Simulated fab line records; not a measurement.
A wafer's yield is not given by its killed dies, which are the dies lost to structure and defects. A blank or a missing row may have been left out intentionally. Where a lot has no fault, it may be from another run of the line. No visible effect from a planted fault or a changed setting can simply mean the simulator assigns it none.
fab line records ; flow nand-harc
record lots=6; wafers=18; last-day=24
route steps=1159 shown A_BONDPAD@1074
lots that met no fault: taken from a fault-free run of the same line
start-h: the number of hours between the record's first day and the start of the first shown wafer of the lot ; wait-h: hours from the lot's prior step to this one ; " repeats the value in the row above ; L1.1+2: a row that stands for several wafers ; - no value, or no start given ; * or withheld: withheld ; < > ~ a bound
route shown NAME@n: names a module that has steps shown in the file, with the first one's number in the route ; usual: mean/standard deviation taken from wafers without a fault ; same: alike in all rows ; chamber/n: place in a boat ; sites: each site's reading ; _std_site: standard deviation of those values ; _edge_site: the outer-site mean with the inner-site mean subtracted ; radius-mm: for every site, how far away it sits from the centre of the wafer ; mask NAME#n: copy n ; behind: tool/chamber where the wafer was last shaped ; hold: the reason the lot was held/the length of the hold in hours/how it ended ; device: whichever transistor did not switch (one of n, p or np) ; end of line: the route-end tests of the same wafers ; a step without rows: its recipe alone ; killed: dies lost to structure and defects at the first sort, not the wafer's yield ; map: shows each die of a wafer: x if killed, . if not, _ if none is there
set.NAME: the setting the step ran with; set.NAME@STEP: the setting that earlier step ran with ; model.NAME: the simulator's own value behind a step, which no gauge read
lots seen at some steps along the route; tables by step, rows by wafer
services: when a tool's chamber went out of use (start-h, in hours from the record's first day, below 0 if earlier), for how many hours, and the reason
## steps
# step NHARC_A_BONDPAD_HARDBAKE_10
# recipe temp-c=118; time-s=65
# step NHARC_A_BONDPAD_DESCUM_11
# recipe time-s=3; o2-flow-sccm=200; ar-flow-sccm=0; bias-power-w=0; chemistry=O2
# step NHARC_A_BONDPAD_ETCH_34
# recipe target-depth-a=600; overetch-a=180; time-s=65.91; ion-energy-ev=200; n2-flow-sccm=150; h2-flow-sccm=150; ar-flow-sccm=0; rf-w=400; bias-w=150; chemistry=N2/H2
# usual drypump-motor-current-A=5.81/0.16; oes-product-au=1.003/0.0066; rf-vpp-V=431/3.1; showerhead-plenum-p-Torr=2.05/0.11; throttle-valve-pct=14.171/0.009
lot.wafer;tool;chamber;start-h;wait-h;drypump-motor-current-A;oes-product-au;rf-hours-counter-h;rf-vpp-V;showerhead-plenum-p-Torr;throttle-valve-pct
L801.3;rie-diel-06;0;396.38;0.1;5.67;1.013;5;427;1.91;14.175
L801.2;rie-diel-06;1;396.38;0.1;5.93;1.013;5;433;2.18;14.167
L801.1;rie-diel-06;2;396.38;0.1;5.67;1.002;5;429;1.96;14.154
L806.2;rie-diel-10;2;422.44;0.1;6.03;1.008;13;431;2.10;14.176
L806.4;rie-diel-10;3;422.44;0.1;5.90;0.999;12;434;2.17;14.171
L806.5;rie-diel-10;1;422.44;0.1;5.63;1.012;-;430;2.02;14.168
L818.3;rie-diel-06;3;512.17;0.1;5.95;0.998;3;432;2.12;14.171
L818.2;rie-diel-06;0;512.17;0.1;5.66;1.000;3;428;1.91;14.164
L818.1;rie-diel-06;1;512.17;0.1;5.92;0.994;2;433;2.18;14.185
L819.1;rie-diel-06;0;515.23;0.1;5.68;1.001;3;425;1.91;14.192
L819.4;rie-diel-06;1;515.23;0.1;5.92;1.007;3;435;2.18;14.175
L819.5;rie-diel-06;2;515.23;0.1;5.74;1.005;-;428;1.96;14.159
L821.1;rie-diel-06;3;531.51;0.1;5.96;1.005;3;432;2.12;14.170
L821.5;rie-diel-06;2;531.51;0.1;5.73;0.991;-;429;1.96;14.167
L821.6;rie-diel-06;3;531.51;0.1;5.96;0.997;-;432;2.12;14.170
L824.2;rie-diel-06;3;550.26;0.1;5.98;1.005;4;432;2.12;14.175
L824.4;rie-diel-06;2;550.26;0.1;5.71;1.000;4;427;1.96;14.174
L824.6;rie-diel-06;0;550.26;0.1;5.66;0.998;-;426;1.91;14.173
# step NHARC_A_BONDPAD_ETCH_12
# recipe target-depth-a=2200; time-s=110; chf3-flow-sccm=50; o2-flow-sccm=10; ar-flow-sccm=200; rf-w=500; bias-w=200; chemistry=CHF3/O2
# usual drypump-motor-current-A=5.79/0.16; oes-product-au=0.949/0.021; rf-vpp-V=370.9/2.7; showerhead-plenum-p-Torr=2.41/0.12; throttle-valve-pct=20.572/0.01
lot.wafer;tool;chamber;start-h;wait-h;drypump-motor-current-A;oes-product-au;rf-hours-counter-h;rf-vpp-V;showerhead-plenum-p-Torr;throttle-valve-pct
L801.2;rie-diel-06;3;-;-;5.94;0.958;5;373.6;2.49;20.563
L801.3;rie-diel-06;0;-;-;5.65;0.957;5;368.0;2.26;20.570
L801.1;rie-diel-06;1;-;-;5.90;0.976;5;373.2;2.56;20.553
L806.4;rie-diel-10;0;-;-;5.32;0.920;13;373.0;2.52;20.574
L806.2;rie-diel-10;3;-;-;5.87;0.923;12;373.6;2.54;20.559
L806.5;rie-diel-10;0;-;-;5.31;0.923;-;372.9;2.52;20.565
L818.2;rie-diel-06;2;-;-;5.70;0.968;3;367.4;2.31;20.563
L818.1;rie-diel-06;3;-;-;5.96;0.963;3;373.4;2.49;20.559
L818.3;rie-diel-06;1;-;-;5.92;0.983;3;372.8;2.56;20.578
L819.1;rie-diel-06;0;-;-;5.66;0.967;3;367.2;2.26;20.556
L819.4;rie-diel-06;1;-;-;5.93;0.979;3;373.9;2.56;20.570
L819.5;rie-diel-06;3;-;-;5.97;0.947;-;373.8;2.49;20.585
L821.1;rie-diel-06;0;-;-;5.68;0.958;3;367.3;2.26;20.566
L821.6;rie-diel-06;2;-;-;5.71;0.973;-;369.0;2.31;20.571
L821.5;rie-diel-06;3;-;-;5.93;0.957;-;372.6;2.49;20.581
L824.2;rie-diel-06;0;-;-;5.65;0.931;4;367.0;2.26;20.585
L824.4;rie-diel-06;1;-;-;5.91;0.930;4;373.9;2.56;20.592
L824.6;rie-diel-06;3;-;-;5.92;0.932;-;373.3;2.49;20.576
# step NHARC_A_BONDPAD_CD_MEAS_13
# usual cd-nm=499.5/1.7
lot.wafer;tool;chamber;start-h;wait-h;cd-nm
L801.1;cd-sem-01;-;396.61;-;501.8
L801.2;cd-sem-01;-;396.61;-;497.6
L801.3;cd-sem-01;-;396.61;-;500.5
L806.2;cd-sem-03;-;422.66;-;499.4
L806.4;cd-sem-03;-;422.66;-;501.7
L806.5;cd-sem-03;-;422.66;-;501.6
L818.1;cd-sem-02;-;512.40;-;499.3
L818.2;cd-sem-02;-;512.40;-;497.8
L818.3;cd-sem-02;-;512.40;-;499.1
L819.1;cd-sem-01;-;515.44;-;497.2
L819.4;cd-sem-01;-;515.44;-;496.7
L819.5;cd-sem-01;-;515.44;-;497.7
L821.1;cd-sem-01;-;531.73;-;499.3
L821.5;cd-sem-01;-;531.73;-;501.8
L821.6;cd-sem-01;-;531.73;-;499.5
L824.2;cd-sem-02;-;550.49;-;498.8
L824.4;cd-sem-02;-;550.49;-;499.3
L824.6;cd-sem-02;-;550.49;-;499.9
# step NHARC_A_BONDPAD_STRIP_15
# recipe o2-flow-sccm=500; ar-flow-sccm=0; bias-w=0; chemistry=O2
# usual drypump-motor-current-A=5.79/0.2; oes-product-au=1.002/0.0072; rf-vpp-V=58.0/0.9; showerhead-plenum-p-Torr=3.57/0.16; throttle-valve-pct=17.037/0.0094
lot.wafer;tool;chamber;start-h;wait-h;drypump-motor-current-A;oes-product-au;rf-hours-counter-h;rf-vpp-V;showerhead-plenum-p-Torr;throttle-valve-pct
L801.1;rie-diel-06;1;396.71;0.1;5.92;1.009;5;57.7;3.75;17.033
L801.2;rie-diel-06;2;396.71;0.1;5.69;0.989;5;58.9;3.40;17.028
L801.3;rie-diel-06;3;396.71;0.1;5.96;1.007;5;59.0;3.65;17.023
L806.2;rie-diel-10;1;422.75;0.1;5.63;1.006;13;58.5;3.50;17.048
L806.4;rie-diel-10;0;422.75;0.1;5.32;1.001;13;58.4;3.70;17.043
L806.5;rie-diel-10;1;422.75;0.1;5.63;1.009;-;59.5;3.50;17.040
L818.3;rie-diel-06;3;512.47;0.1;5.97;0.998;3;58.2;3.65;17.044
L818.2;rie-diel-06;0;512.47;0.1;5.66;1.011;3;56.4;3.32;17.053
L818.1;rie-diel-06;1;512.47;0.1;5.94;1.008;3;58.0;3.75;17.038
L819.4;rie-diel-06;2;515.52;0.1;5.71;1.000;3;58.9;3.40;17.044
L819.1;rie-diel-06;0;515.52;0.1;5.67;0.995;3;58.6;3.32;17.044
L819.5;rie-diel-06;3;515.52;0.1;5.97;1.002;-;56.9;3.65;17.043
L821.1;rie-diel-06;0;531.80;0.1;5.69;1.002;3;57.0;3.32;17.042
L821.6;rie-diel-06;0;531.80;0.1;5.65;0.988;-;56.9;3.32;17.033
L821.5;rie-diel-06;1;531.80;0.1;5.93;0.989;-;58.9;3.75;17.040
L824.4;rie-diel-10;1;550.58;0.1;5.63;1.007;2;58.8;3.49;17.034
L824.2;rie-diel-10;2;550.58;0.1;6.05;1.005;2;59.0;3.61;17.027
L824.6;rie-diel-10;1;550.58;0.1;5.63;0.998;-;58.2;3.49;17.059
# step NHARC_A_BONDPAD_ETCH_24
# recipe target-depth-a=300; over-etch-frac=0.3; time-s=72.99; ion-energy-ev=150; cf4-flow-sccm=50; n2-flow-sccm=100; ar-flow-sccm=150; rf-w=300; bias-w=100; chemistry=CF4/N2
# step NHARC_A_BONDPAD_STRIP_16
# recipe time-s=600; temp-c=30; chemistry=post-etch-residue-remover
# step NHARC_A_BONDPAD_DEGAS_25
# recipe temp-c=300; time-s=60
# step NHARC_A_BONDPAD_PRE_CLEAN_26
# recipe time-s=30; temp-c=280; gas=H2/He
# step NHARC_A_BONDPAD_PVD_17
# recipe target-thk-a=50; bias-v=168.6; power-w=15000; chamber-pressure-pa=0.12; time-s=8.06; substrate-temp-c=50; material=TaN
# usual throttle-valve-pct=29.7/0.98
lot.wafer;tool;chamber;start-h;wait-h;throttle-valve-pct
L801.3;pvd-sputter-01;-;-;-;28.8
L801.1;pvd-sputter-01;-;-;-;29.8
L801.2;pvd-sputter-01;-;-;-;30.8
L806.4;pvd-sputter-01;-;-;-;31.0
L806.2;pvd-sputter-01;-;-;-;30.0
L806.5;pvd-sputter-01;-;-;-;30.1
L818.2;pvd-sputter-02;-;-;-;30.4
L818.1;pvd-sputter-02;-;-;-;30.0
L818.3;pvd-sputter-02;-;-;-;28.2
L819.4;pvd-sputter-03;-;-;-;29.2
L819.1;pvd-sputter-03;-;-;-;27.8
L819.5;pvd-sputter-03;-;-;-;29.2
L821.1;pvd-sputter-02;-;-;-;28.3
L821.6;pvd-sputter-02;-;-;-;29.9
L821.5;pvd-sputter-02;-;-;-;28.3
L824.2;pvd-sputter-03;-;-;-;30.0
L824.4;pvd-sputter-03;-;-;-;28.0
L824.6;pvd-sputter-03;-;-;-;29.8
# step NHARC_A_BONDPAD_PVD_27
# recipe target-thk-a=300; chamber-pressure-pa=5; power-w=5000; substrate-temp-c=30; time-s=20.49; material=Cu
# step NHARC_A_BONDPAD_ECD_18
# recipe target-thk-a=4000; bath-temp-c=25; material=Cu
# usual bath-heat-duty-pct=5.8/0.49; bath-temp-c=25.01/0.12
lot.wafer;tool;chamber;start-h;wait-h;bath-heat-duty-pct;bath-temp-c
L801.1;ecd-cu-01;0;398.04;-;5.6;24.97
L801.2;ecd-cu-01;1;398.04;-;6.1;24.92
L801.3;ecd-cu-01;0;398.04;-;5.0;24.94
L806.2;ecd-cu-01;1;423.73;-;7.0;24.96
L806.4;ecd-cu-01;1;423.73;-;5.2;24.95
L806.5;ecd-cu-01;1;423.73;-;6.4;25.18
L818.1;ecd-cu-01;0;513.41;-;-;-
L818.2;ecd-cu-01;1;513.41;-;-;-
L818.3;ecd-cu-01;0;513.41;-;-;-
L819.1;ecd-cu-01;0;516.43;-;-;-
L819.4;ecd-cu-01;1;516.43;-;-;-
L819.5;ecd-cu-01;0;516.43;-;-;-
L821.1;ecd-cu-01;0;532.76;-;6.0;25.06
L821.5;ecd-cu-01;1;532.76;-;5.0;24.97
L821.6;ecd-cu-01;0;532.76;-;5.4;25.25
L824.2;ecd-cu-02;1;551.52;-;5.9;25.00
L824.4;ecd-cu-02;1;551.52;-;5.5;25.11
L824.6;ecd-cu-02;1;551.52;-;5.5;25.10
# step NHARC_A_BONDPAD_ANNEAL_28
# recipe temp-c=225; time-s=90
# usual wafer_temp_C_max=226.10/0.24
lot.wafer;tool;chamber;start-h;wait-h;wafer_temp_C_max
L801.1;rtp-anneal-01;0;398.42;0.3;226.19
L801.2;rtp-anneal-01;0;398.42;0.3;225.89
L801.3;rtp-anneal-01;0;398.42;0.3;225.90
L806.2;rtp-anneal-01;0;424.11;0.3;226.06
L806.4;rtp-anneal-01;0;424.11;0.3;225.89
L806.5;rtp-anneal-01;0;424.11;0.3;226.49
L818.1;rtp-anneal-02;0;513.79;0.3;225.82
L818.2;rtp-anneal-02;0;513.79;0.3;226.37
L818.3;rtp-anneal-02;0;513.79;0.3;226.69
L819.1;rtp-anneal-01;0;516.80;0.3;226.21
L819.4;rtp-anneal-01;0;516.80;0.3;226.11
L819.5;rtp-anneal-01;0;516.80;0.3;226.07
L821.1;rtp-anneal-02;0;533.09;-;225.68
L821.5;rtp-anneal-02;0;533.09;-;226.21
L821.6;rtp-anneal-02;0;533.09;-;226.31
L824.2;rtp-anneal-02;0;551.96;0.4;226.03
L824.4;rtp-anneal-02;0;551.96;0.4;225.98
L824.6;rtp-anneal-02;0;551.96;0.4;226.45
# step NHARC_A_BONDPAD_CMP_19
# recipe t-overpolish-s=30; cu-recess-touch-s=16; target-thk-nm=169.8
# step NHARC_A_BONDPAD_THK_MEAS_20
# recipe thk-meas-gauge=xrf
# usual thk-nm=170.0/1.5
lot.wafer;tool;chamber;start-h;wait-h;thk-nm
L801.1;film-metro-01;-;399.09;-;169.0
L801.2;film-metro-01;-;399.09;-;170.1
L801.3;film-metro-01;-;399.09;-;168.9
L806.2;film-metro-02;-;424.73;-;167.2
L806.4;film-metro-02;-;424.73;-;170.0
L806.5;film-metro-02;-;424.73;-;167.6
L818.1;film-metro-01;-;514.45;-;29.9
L818.2;film-metro-01;-;514.45;-;30.4
L818.3;film-metro-01;-;514.45;-;30.8
L819.1;film-metro-01;-;517.47;-;30.5
L819.4;film-metro-01;-;517.47;-;29.1
L819.5;film-metro-01;-;517.47;-;29.7
L821.1;film-metro-02;-;533.75;-;171.6
L821.5;film-metro-02;-;533.75;-;171.1
L821.6;film-metro-02;-;533.75;-;171.2
L824.2;film-metro-02;-;552.58;-;169.3
L824.4;film-metro-02;-;552.58;-;169.2
L824.6;film-metro-02;-;552.58;-;168.0
# step NHARC_A_BONDPAD_SRD_21
# recipe time-s=30; temp-c=23; dry-time-s=20; spin-rpm=1500
## services
tool;chamber;start-h;hours;kind
rie-diel-06;0;372.70;-;clean
rie-diel-06;1;372.70;-;clean
rie-diel-06;2;372.70;-;clean
rie-diel-06;3;372.70;-;clean
pvd-sputter-03;-;380.24;1.5;repair
ecd-cu-02;-;391.73;1.6;repair
pvd-sputter-02;-;392.02;10.0;pm
pvd-sputter-03;-;393.57;0.7;repair
rie-diel-06;0;397.28;-;clean
rie-diel-06;1;397.28;-;clean
rie-diel-06;-;418.20;9.0;pm
pvd-sputter-03;-;420.85;6.7;repair
pvd-sputter-01;-;428.68;8.1;repair
ecd-cu-01;-;448.00;8.0;pm
pvd-sputter-03;-;458.00;10.0;pm
rie-diel-06;1;477.61;9.3;repair
ecd-cu-01;-;479.61;2.3;repair
ecd-cu-02;-;481.65;2.8;repair
rie-diel-10;2;490.97;14.2;repair
ecd-cu-01;-;491.23;4.3;repair
pvd-sputter-01;-;514.02;10.0;pm
rie-diel-10;-;530.58;9.0;pm
ecd-cu-02;-;532.69;8.0;pm
pvd-sputter-01;-;545.14;1.0;repair
## key
first-sign step=NHARC_A_BONDPAD_ECD_18; reading=tool-record; direction=missing
effect step=NHARC_A_BONDPAD_THK_MEAS_20; reading=thk-nm; direction=down; sigmas=96; usual=170.0; struck=30.1
met-at NHARC_A_BONDPAD_ECD_18
struck-wafers L818.1,L818.2,L818.3,L819.1,L819.4,L819.5
later-rows-left-out L818.1,L818.2,L818.3,L819.1,L819.4,L819.5
sort-left-out L818.1,L818.2,L818.3,L819.1,L819.4,L819.5
onset-between 423.73 513.41
fault kind=skipped-step-whole; tool=ecd-cu-01; chamber=-; onset-h=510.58; steps=NHARC_A_BONDPAD_ECD_18; scope=struck-lots-only
# sort-left-out: the simulated sort isn't trusted on such a fault, so these wafers' sort isn't shown, and their yield isn't known
# later-rows-left-out: the simulator's readings of these wafers behind a module that went badly wrong aren't trusted and aren't shown, but for the sort
